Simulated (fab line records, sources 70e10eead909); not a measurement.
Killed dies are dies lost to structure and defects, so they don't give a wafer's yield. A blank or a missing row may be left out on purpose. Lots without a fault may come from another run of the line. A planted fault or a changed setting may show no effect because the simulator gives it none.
A struck lot beside a sound one | flow nand_harc | 15 steps out of a route of 1159
Sound: wafers L619.3, L619.4, L619.6. Struck: wafers L617.2, L617.4, L617.6. The cause comes at the end.
At each step with rows: each side's tool, then ch and its chambers, then its first start. Under that, the readings that differ: sound wafers | struck wafers | difference of the means | sigmas: that difference in standard deviations of wafers without a fault.
alike: readings whose means differ by less than 2 such deviations, and words and numbers that are the same on both sides. not compared: withheld readings, readings that some wafer has no value for, bounds like >300 that may hide the same value, and numbers for which the record gives no deviation and whose values overlap.
The two part at a step that has a row with sigmas, a row that says differs or no value, or rows on one side only. Numbers that don't overlap but have no deviation are shown without sigmas and don't part them. A reading that every wafer of one side lacks parts them only if that side has two wafers or more.

NHARC_A_SGD_CUT_INSPECT_11:
  sound on defect_inspect-02, day 19 04:26; struck on defect_inspect-02, day 17 23:08
  reading          | sound   | struck   | difference | sigmas
  raw_defect_count | 8 10 11 | 36 43 38 | +29        | +3
then, 1 step without rows for these wafers: NHARC_A_SGD_CUT_DESCUM_14 (chemistry O2, time 3 s).
NHARC_A_SGD_CUT_ETCH_58: etches the open film in CF4, target depth 39 nm, time 65 s.
  sound on rie_diel-10 ch 1,2,3, day 19 04:35; struck on rie_diel-02 ch 0,1,3, day 17 23:19
  alike: drypump_motor_current_A, oes_product_au, rf_fwd_power_W, rf_vpp_V, showerhead_plenum_p_Torr, throttle_valve_pct
  not compared: rf_hours_counter_h
NHARC_A_SGD_CUT_ETCH_59: etches the open film in N2/H2, target depth 260 nm, time 406.25 s.
  sound on rie_diel-10 ch 1,2,3; struck on rie_diel-02 ch 0,2
  alike: drypump_motor_current_A, oes_product_au, rf_fwd_power_W, rf_vpp_V, showerhead_plenum_p_Torr, throttle_valve_pct
  not compared: rf_hours_counter_h
NHARC_A_SGD_CUT_ETCH_15: etches the open film in CH3F/O2, target depth 75 nm, time 64.3 s.
  sound on rie_diel-10 ch 0,3; struck on rie_diel-02 ch 0,1
  alike: drypump_motor_current_A, oes_product_au, rf_fwd_power_W, rf_vpp_V, showerhead_plenum_p_Torr, throttle_valve_pct
  not compared: rf_hours_counter_h
NHARC_A_SGD_CUT_ETCH_16: etches the open film in C4F8/O2/Ar, target depth 310.5 nm, time 155.2 s.
  sound on rie_diel-10 ch 0,1,3; struck on rie_diel-02 ch 0,3
  alike: oes_product_au, rf_fwd_power_W, rf_vpp_V
  not compared: rf_hours_counter_h
then, 1 step without rows for these wafers: NHARC_A_SGD_CUT_STRIP_60 (strips in C4F8/O2/Ar).
NHARC_A_SGD_CUT_STRIP_17: strips in O2.
  sound on rie_diel-10 ch 0,2,3; struck on rie_diel-02 ch 0,2
  alike: drypump_motor_current_A, oes_product_au, rf_vpp_V, showerhead_plenum_p_Torr, throttle_valve_pct
  not compared: rf_hours_counter_h
then, 4 steps without rows for these wafers: NHARC_A_SGD_CUT_PRECLEAN_18 (cleans in SC1); NHARC_A_SGD_CUT_SRD_19; NHARC_A_SGD_CUT_DEP_20 (deposits SiO2, target thk 150 nm); NHARC_A_SGD_CUT_ANNEAL_27 (time 1800 s).
NHARC_A_SGD_CUT_CMP_21: polishes, target thk 148.19 nm.
  sound on cmp-04 ch 0,1, day 19 10:14; struck on cmp-02 ch 1,2, day 18 06:43
  reading                | sound          | struck         | difference | sigmas
  time_to_endpoint_s (s) | 46.9 49.2 48.8 | 33.5 33.4 29.4 | -16.2      | -6
  alike: motor_current_A
NHARC_A_SGD_CUT_THK_MEAS_22: measures by ellipsometry.
  sound on film_metro-01, day 19 10:28; struck on film_metro-01, day 18 06:58
  alike: thk_nm
-- the record jumps here: 7 days lie between the struck wafers' starts before and after (it left off in module A_SGD_CUT and takes up again in module END, whose first step shown is number 1159 of the route) --
NHARC_END_SORT_01:
  the record has rows for the struck wafers here (prober-02 ch 0, day 25 04:56) and none for the sound ones

WHERE THEY PART
First at NHARC_A_SGD_CUT_INSPECT_11; last, within this record, at NHARC_END_SORT_01.

WHY: what the simulator had put in
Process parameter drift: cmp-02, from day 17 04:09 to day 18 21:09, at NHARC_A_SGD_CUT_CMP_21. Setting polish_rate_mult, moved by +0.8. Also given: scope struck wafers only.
